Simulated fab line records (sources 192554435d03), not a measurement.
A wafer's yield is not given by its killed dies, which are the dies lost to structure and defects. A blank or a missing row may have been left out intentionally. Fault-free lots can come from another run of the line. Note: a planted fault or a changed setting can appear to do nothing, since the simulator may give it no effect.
fab line records	flow n5-finfet
record: lots: 9	wafers: 27	last-day: 19
route steps=1938 shown GATE_CUT@497 BEOL_M4@1111 PASSIVATION@1936
lots that met no fault: taken from a fault-free run of the same line
start-h: hours from the record's first day to the start of the lot's first wafer shown	wait-h: time in hours since the lot's previous step	" repeats the value in the row above	L1.1+2: one row covering several wafers at once	- either no value or no given start	* or withheld: withheld	< > ~ a bound
route shown NAME@n: a module of which the file shows steps, and the number in the route of the first	usual: mean/standard deviation taken from wafers without a fault	same: alike in all rows	chamber/n: place in a boat	sites: each site's reading	_std_site: the standard deviation of these	_edge_site: inner sites' mean taken away from outer sites' mean	radius-mm: how far each site lies from the wafer's centre	mask NAME#n: copy n	behind: tool/chamber where the wafer was last shaped	hold: why the lot went on hold/how many hours it stayed there/how the hold came to an end	device: transistor that didn't switch, given as n, p or np	end of line: at the end of the route, the tests of the same wafers	where a step has no rows: the recipe by itself	killed: dies lost to structure and defects at the first sort, not the wafer's yield	map: a wafer's dies, x killed, . not, _ none there
set.NAME: the setting the step ran with; set.NAME@STEP: the setting that earlier step ran with	model.NAME: the simulator's own value behind a step, which no gauge read
one table for each step of the route and one row for each wafer, over a sample of lots
services: a tool's chamber out of use, with start hour (start-h, from the record's first day; less than 0 if before it), hours out, and reason
== steps ==
step: N5_GATE_CUT_STRIP_41
recipe: chemistry: CF4	resist: SiARC	power-w: 300	bias-power-w: 75	pressure-mtorr: 50	cf4-flow-sccm: 150	rf-frequency-hz: 6e+07
usual: drypump-motor-current-A: 5.8/0.48	oes-product-au: 0.182/0.019	rf-vpp-V: 271.1/1.7	showerhead-plenum-p-Torr: 1.79/0.067	throttle-valve-pct: 13.65/0.22
lot.wafer	tool	chamber	start-h	wait-h	drypump-motor-current-A	oes-product-au	rf-hours-counter-h	rf-vpp-V	showerhead-plenum-p-Torr	throttle-valve-pct
L703.1	rie-diel-05	0	130.21	0.0	5.8	0.168	237	271.0	1.77	13.87
L703.3	"	2	"	"	6.0	0.180	125	273.0	1.86	13.90
L703.4	"	3	"	"	5.2	0.168	188	270.9	1.77	13.36
L704.3	rie-diel-06	3	140.32	0.0	6.0	0.162	187	268.8	1.72	13.89
L704.4	"	0	"	"	5.3	0.185	110	268.1	1.67	13.77
L704.6	"	3	"	"	6.0	0.164	-	269.9	1.72	13.89
L705.2	rie-diel-02	2	142.47	0.0	5.3	0.179	104	270.2	1.73	13.49
L705.4	"	0	"	"	6.1	0.158	237	272.8	1.85	13.50
L705.6	"	2	"	"	5.3	0.185	-	270.2	1.73	13.50
L707.2	rie-diel-06	1	158.02	0.0	6.5	0.170	167	270.8	1.77	13.86
L707.3	"	3	"	"	6.0	0.162	191	268.1	1.72	13.88
L707.4	"	2	"	"	6.1	0.227	5	272.0	1.84	13.56
L708.1	rie-diel-02	3	161.12	0.0	5.2	0.203	31	271.8	1.82	13.66
L708.5	"	3	"	"	5.2	0.207	-	272.0	1.82	13.64
L708.6	"	0	"	"	6.1	0.164	-	271.2	1.85	13.49
L709.1	rie-diel-06	0	165.29	0.0	5.2	0.180	116	269.8	1.66	13.78
L709.2	"	3	"	"	6.0	0.168	192	268.1	1.72	13.89
L709.5	"	1	"	"	6.4	0.173	-	269.9	1.77	13.86
L715.1	rie-diel-02	2	202.23	0.0	5.3	0.184	120	268.8	1.72	13.55
L715.4	"	3	"	"	5.2	0.204	-	271.5	1.82	13.68
L715.6	"	2	"	"	5.3	0.181	-	270.5	1.72	13.53
L718.2	rie-diel-05	0	223.55	0.0	5.8	0.215	6	270.0	1.77	13.35
L718.4	"	3	"	"	5.2	0.167	215	269.9	1.76	13.43
L718.5	"	0	"	"	5.8	0.232	-	270.7	1.77	13.35
L719.2	rie-diel-06	0	225.89	0.0	5.2	0.174	139	269.2	1.66	13.82
L719.3	"	2	"	"	6.1	0.209	27	272.6	1.83	13.62
L719.6	"	3	"	"	6.0	0.165	-	268.3	1.71	13.92
step: N5_GATE_CUT_CUT_ETCH_53
recipe: chemistry: SF6/Cl2	target: W	mask-material: SiO2	target-depth-a: 792	pressure-mtorr: 8	icp-w: 900	bias-w: 80	SF6_flow_sccm: 40	Cl2_flow_sccm: 60	ends: cleared
usual: drypump-motor-current-A: 5.3/0.39	etch-rf-on-time-s: 26.3/1.1	oes-product-au: 0.69/0.12	rf-fwd-power-W: 878/3.3	throttle-valve-pct: 28.9/0.37
lot.wafer	tool	chamber	start-h	wait-h	drypump-motor-current-A	etch-rf-on-time-s	oes-product-au	rf-fwd-power-W	rf-hours-counter-h	throttle-valve-pct
L703.1	rie-metal-02	0	130.38	0.1	5.9	27.9	0.71	880	27	28.3
L703.3	"	1	"	"	5.1	25.8	0.84	883	-	28.9
L703.4	"	0	"	"	5.9	27.8	0.72	879	-	28.3
L704.3	rie-metal-02	0	140.51	0.1	5.9	27.4	0.71	876	-	28.3
L704.4	"	1	"	"	5.1	25.8	0.83	883	-	28.9
L704.6	"	0	"	"	5.9	27.5	0.72	877	-	28.3
L705.2	rie-metal-03	0	142.63	0.1	5.0	24.9	0.85	876	6	28.7
L705.4	"	0	"	"	5.0	24.8	0.85	880	-	28.7
L705.6	"	0	"	"	5.0	25.0	0.85	880	-	28.7
L707.2	rie-metal-03	1	158.18	0.1	5.4	25.3	0.75	878	26	28.8
L707.3	"	1	"	"	5.4	25.3	0.76	881	-	28.8
L707.4	"	0	"	"	5.0	25.3	0.84	878	-	28.7
L708.1	rie-metal-03	1	161.29	0.1	5.4	32.3	0.66	666	26	28.8
L708.5	"	0	"	"	5.0	31.8	0.73	659	-	28.7
L708.6	"	1	"	"	5.4	32.3	0.66	662	-	28.8
L709.1	rie-metal-03	0	165.46	0.1	5.0	31.8	0.73	667	8	28.7
L709.2	"	1	"	"	5.3	31.9	0.66	665	27	28.8
L709.5	"	1	"	"	5.3	31.9	0.66	666	-	28.8
L715.1	rie-metal-02	0	202.40	0.1	5.9	27.3	0.71	875	32	28.3
L715.4	"	1	"	"	5.1	25.6	0.82	877	-	29.0
L715.6	"	1	"	"	5.1	25.7	0.81	879	-	29.0
L718.2	rie-metal-02	1	223.72	0.1	5.1	25.5	0.81	883	16	29.0
L718.4	"	0	"	"	5.9	27.3	0.70	876	-	28.3
L718.5	"	0	"	"	6.0	27.1	0.71	878	-	28.3
L719.2	rie-metal-01	0	226.08	0.1	4.8	28.3	0.51	880	-	29.3
L719.3	"	0	"	"	4.8	28.0	0.51	876	-	29.3
L719.6	"	0	"	"	4.8	28.2	0.51	881	-	29.3
step: N5_GATE_CUT_CUT_ETCH_54
recipe: chemistry: Cl2/BCl3	target: TiN	mask-material: SiO2	target-depth-a: 967	pressure-mtorr: 10	icp-w: 1000	bias-w: 126	Cl2_flow_sccm: 53.25	bcl3-flow-sccm: 21.75	Ar_flow_sccm: 25	ends: cleared
usual: drypump-motor-current-A: 5.3/0.39	etch-rf-on-time-s: 36.7/1.5	oes_ar_750_au: 0.76/0.13	oes-product-au: 0.69/0.12	rf-fwd-power-W: 980/5.5	throttle-valve-pct: 22.3/0.37
lot.wafer	tool	chamber	start-h	wait-h	drypump-motor-current-A	etch-rf-on-time-s	oes_ar_750_au	oes-product-au	rf-fwd-power-W	rf-hours-counter-h	throttle-valve-pct
L703.1	rie-metal-02	0	130.44	0.0	5.9	38.4	0.78	0.72	977	27	21.8
L703.3	"	1	"	"	5.1	35.5	0.93	0.84	996	-	22.2
L703.4	"	0	"	"	5.9	38.3	0.78	0.72	979	-	21.8
L704.3	rie-metal-02	0	140.57	0.0	5.9	38.4	0.77	0.72	976	-	21.8
L704.4	"	1	"	"	5.1	35.7	0.91	0.84	986	-	22.2
L704.6	"	0	"	"	5.9	38.4	0.78	0.71	976	-	21.8
L705.2	rie-metal-03	0	142.69	0.0	5.0	35.2	0.90	0.84	974	6	22.0
L705.4	"	0	"	"	5.0	35.5	0.91	0.84	977	-	22.0
L705.6	"	0	"	"	5.0	35.3	0.91	0.84	975	-	22.0
L707.2	rie-metal-03	1	158.24	0.0	5.3	35.6	0.83	0.75	974	26	22.3
L707.3	"	1	"	"	5.4	35.7	0.84	0.74	980	-	22.3
L707.4	"	0	"	"	5.0	35.1	0.90	0.84	979	-	22.0
L708.1	rie-metal-03	1	161.35	0.0	5.4	35.3	0.83	0.75	978	26	22.3
L708.5	"	0	"	"	5.0	35.2	0.89	0.83	979	-	22.0
L708.6	"	1	"	"	5.4	35.0	0.84	0.76	977	-	22.3
L709.1	rie-metal-03	0	165.52	0.0	5.0	35.0	0.89	0.84	979	8	22.0
L709.2	"	1	"	"	5.4	35.6	0.84	0.74	976	27	22.3
L709.5	"	1	"	"	5.4	35.2	0.83	0.75	975	-	22.3
L715.1	rie-metal-02	0	202.46	0.0	5.9	38.1	0.77	0.71	976	32	21.8
L715.4	"	1	"	"	5.1	35.7	0.90	0.81	988	-	22.2
L715.6	"	1	"	"	5.1	35.8	0.90	0.81	987	-	22.2
L718.2	rie-metal-02	1	223.78	0.0	5.1	35.5	0.89	0.81	983	16	22.3
L718.4	"	0	"	"	5.9	38.0	0.76	0.69	975	-	21.8
L718.5	"	0	"	"	5.9	38.1	0.76	0.70	973	-	21.8
L719.2	rie-metal-01	0	226.20	0.1	4.8	38.5	0.58	0.52	989	-	22.7
L719.3	"	0	"	"	4.8	38.7	0.57	0.51	987	-	22.7
L719.6	"	0	"	"	4.8	38.6	0.58	0.52	983	-	22.7
step: N5_GATE_CUT_CMP_23
recipe: stop-on: SiO2	t-overpolish-s: 23.4	post-cmp-clean: alkaline-brush	down-force-psi: 2.5	platen-rpm: 51.8	pad-velocity-m-s: 1.0307	target-thk-nm: 16
usual: motor-current-A: 9.5/0.78	overpolish-run-s: 23.401/0.0095	pad-life-wafers: 1135/670	time-to-endpoint-s: 20.0/2.2
lot.wafer	tool	chamber	start-h	wait-h	motor-current-A	overpolish-run-s	pad-life-wafers	time-to-endpoint-s
L703.3	cmp-02	0	132.32	0.8	8.6	23.414	1404	21.5
L703.1	"	2	"	"	10.0	23.409	1406	19.8
L703.4	"	3	"	"	10.5	23.379	1407	18.8
L704.3	cmp-02	0	142.42	0.8	8.5	23.405	1482	19.7
L704.4	"	3	"	"	10.9	23.405	1485	22.9
L704.6	"	1	"	"	9.9	23.406	-	20.2
L705.4	cmp-02	2	144.77	0.8	10.0	23.396	1512	20.5
L705.2	"	1	"	"	10.0	23.403	1515	20.8
L705.6	"	2	"	"	10.1	23.395	-	20.3
L707.3	cmp-04	3	160.32	1.0	9.4	23.420	114	16.5
L707.2	"	0	"	"	8.1	23.402	115	20.4
L707.4	"	2	"	"	9.7	23.386	117	17.3
L708.1	cmp-04	1	164.41	0.8	9.5	23.406	157	16.9
L708.5	"	0	"	"	8.7	23.390	-	20.8
L708.6	"	1	"	"	10.1	23.392	-	18.2
L709.1	cmp-04	3	167.67	0.8	9.5	23.398	176	20.4
L709.2	"	0	"	"	8.7	23.402	177	19.5
L709.5	"	2	"	"	9.7	23.412	-	19.1
L715.4	cmp-02	3	204.37	0.8	11.5	23.393	1939	24.0
L715.1	"	0	"	"	8.9	23.394	1940	22.5
L715.6	"	2	"	"	9.9	23.403	-	21.6
L718.4	cmp-01	0	226.15	0.9	8.8	23.393	1723	25.4
L718.2	"	2	"	"	9.6	23.400	1725	22.3
L718.5	"	0	"	"	8.7	23.398	-	21.6
L719.2	cmp-02	3	228.27	0.8	10.4	23.420	2100	20.4
L719.3	"	1	"	"	10.1	23.407	2102	19.8
L719.6	"	0	"	"	8.9	23.381	-	18.6
step: N5_BEOL_M4_RC_MEAS_101
usual: DIBL_N: 35.8/1.7	DIBL_P: 35.3/2	IOFF_N: 0.150/0.026	IOFF_P: 0.194/0.029	ION_N: 667/11	ION_P: 456/7.1	SS_N: 71.4/0.65	SS_P: 73.1/0.64	VT_N: 251/3	VT_P: -252/3.2
lot.wafer	tool	chamber	start-h	wait-h	DIBL_N[mV/V]	DIBL_P[mV/V]	IOFF_N[nA/um]	IOFF_P[nA/um]	ION_N[uA/um]	ION_P[uA/um]	SS_N[mV/dec]	SS_P[mV/dec]	VT_N[mV]	VT_P[mV]
L703.1	prober-02	0	269.99	0.0	34.0	35.8	0.141	0.208	676	468	70.9	72.7	250	-249
L703.3	"	0	"	"	32.6	33.2	0.123	0.172	667	458	70.8	71.9	251	-251
L703.4	"	0	"	"	36.1	38.3	0.184	0.250	680	468	71.3	73.2	247	-243
L704.3	prober-01	0	273.25	0.3	36.8	35.8	0.160	0.220	670	466	71.6	73.3	251	-246
L704.4	"	0	"	"	36.0	34.6	0.148	0.216	672	463	71.1	73.3	250	-245
L704.6	"	0	"	"	36.3	36.0	0.154	0.232	666	463	71.7	73.3	250	-246
L705.2	prober-01	0	277.01	0.2	34.5	36.0	0.148	0.217	665	464	71.5	73.9	250	-247
L705.4	"	0	"	"	33.9	34.6	0.136	0.202	660	463	70.9	72.9	251	-250
L705.6	"	0	"	"	35.6	36.7	0.175	0.238	671	462	71.9	73.8	247	-246
L707.2	prober-02	0	286.73	0.2	37.4	38.0	0.163	0.246	681	466	70.8	73.6	250	-247
L707.3	"	0	"	"	32.9	32.1	0.104	0.162	668	461	70.4	72.0	254	-252
L707.4	"	0	"	"	36.3	35.2	0.139	0.201	664	467	70.6	72.2	253	-251
L709.1	prober-01	0	286.95	0.0	35.4	34.1	0.146	0.177	670	454	71.3	72.7	251	-253
L709.2	"	0	"	"	36.5	35.8	0.153	0.193	656	447	72.2	72.5	251	-252
L709.5	"	0	"	"	36.5	34.9	0.155	0.184	661	453	71.7	73.5	251	-252
L708.1	prober-02	0	307.71	0.4	36.6	34.3	0.161	0.192	668	456	72.1	74.2	251	-252
L708.5	"	0	"	"	35.7	35.7	0.151	0.210	677	458	72.2	73.4	249	-251
L708.6	"	0	"	"	35.0	32.6	0.134	0.162	659	449	71.6	72.8	253	-255
L715.1	prober-01	0	335.82	0.0	36.1	35.1	0.165	0.231	666	467	71.9	72.7	245	-246
L715.4	"	0	"	"	38.2	36.6	0.209	0.262	691	470	71.8	73.3	243	-244
L715.6	"	0	"	"	34.3	31.9	0.121	0.186	652	458	70.9	72.6	251	-251
L718.2	prober-02	0	347.74	0.2	37.6	35.2	0.177	0.217	680	463	71.3	73.9	248	-248
L718.4	"	0	"	"	36.5	35.3	0.159	0.212	669	461	70.4	72.7	250	-250
L718.5	"	0	"	"	36.8	36.0	0.167	0.225	679	464	71.2	73.7	250	-252
L719.2	prober-02	0	349.58	0.2	36.4	37.8	0.167	0.192	676	457	71.4	73.8	247	-252
L719.3	"	0	"	"	32.1	30.6	0.103	0.114	649	443	70.6	71.6	255	-260
L719.6	"	0	"	"	38.1	38.0	0.195	0.186	674	452	72.7	73.5	247	-255
step: N5_PASSIVATION_PROBE_49
usual: defect-limited-yield: 91.5/1.4	killed_at_M0_to_M3: 34/11	killed_at_M4_up: 15/6	killed-at-contacts: 11/5.9	killed-at-front-end: 37/11	killed-at-other: 3.6/2.9	killed-dies: 101/17	killed-open: 66/12	killed-short: 33/7.8	sort_bin_5_function: 5.0/0.97	sort_bin_6_memory: 3.2/0.65	sort_bin_8_speed: 0.02/0.2	sort-n-pass: 1079/17	sort-yield-pct: 91.4/1.4
same: gross-dies: 1180	killed-at-back-side: 0	sort_bin_4_leakage[%]: 0
lot.wafer	tool	chamber	start-h	wait-h	defect-limited-yield[%]	killed_at_M0_to_M3	killed_at_M4_up	killed-at-contacts	killed-at-front-end	killed-at-other	killed-dies	killed-open	killed-short	sort_bin_5_function[%]	sort_bin_6_memory[%]	sort_bin_8_speed[%]	sort-n-pass	sort-yield-pct[%]
L709.5	prober-01	-	392.57	0.2	91.2	43	18	7	32	4	104	69	33	5.4	2.9	0	1076	91.2
killed by level:class
L709.5 BEOL_M4:geometric-particle:open=13 BEOL_M0_SAQP:geometric-particle:short=10 BEOL_M3:geometric-particle:open=10 BEOL_M2:geometric-particle:open=9 STI_FIN_REVEAL:geometric-particle:open=8 MOL_CONTACT_COAG:geometric-particle:open=6 BEOL_M0_SAQP:geometric-particle:open=6 FIN_SAQP:geometric-particle:open=5
== services ==
tool	chamber	start-h	hours	kind
cmp-02	-	110.86	0.5	repair
rie-diel-06	0	117.80	3.6	repair
rie-diel-06	2	121.62	-	clean
rie-diel-06	2	121.62	-	consumable-replace:focus-ring
rie-diel-06	2	121.62	13.3	scheduled-down
rie-diel-06	2	121.62	13.3	vent-cycle
rie-metal-01	-	122.63	0.3	repair
cmp-04	-	145.15	4.0	pm
rie-diel-02	-	145.67	1.1	repair
cmp-02	-	146.21	7.9	repair
cmp-04	-	149.15	-	consumable-replace:conditioner
cmp-01	-	149.55	4.3	repair
cmp-04	-	170.40	5.5	pm
cmp-02	-	171.78	1.0	repair
rie-diel-06	3	177.16	1.4	repair
rie-diel-06	1	192.14	6.6	repair
rie-metal-02	-	204.92	0.7	repair
cmp-01	-	209.94	0.7	repair
rie-diel-06	3	210.04	5.9	repair
cmp-04	-	210.22	3.0	repair
rie-diel-05	-	215.11	2.8	pm
cmp-02	-	220.30	7.3	pm
cmp-04	-	222.11	5.8	pm
rie-metal-02	-	224.20	0.5	repair
== key ==
first-sign: step: N5_GATE_CUT_CUT_ETCH_53	reading: rf-fwd-power-W	direction: down	sigmas: 64	usual: *	struck: *
effect: step: N5_GATE_CUT_CUT_ETCH_53	reading: etch-rf-on-time-s	direction: up	sigmas: 5.1	usual: *	struck: *
met-at N5_GATE_CUT_CUT_ETCH_53
struck-lots L708,L709
not-acting-at N5_GATE_CUT_STRIP_41,N5_GATE_CUT_CUT_ETCH_54,N5_GATE_CUT_CMP_23
onset-between 158.18 161.29
fault: kind: process-parameter-drift	tool: rie-metal-03	chamber: -	onset-h: 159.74	steps: N5_GATE_CUT_CUT_ETCH_53	channel: icp-w	offset: -216	shape: step	end-h: 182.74	acts-in: these-recipes-only	stated: 900
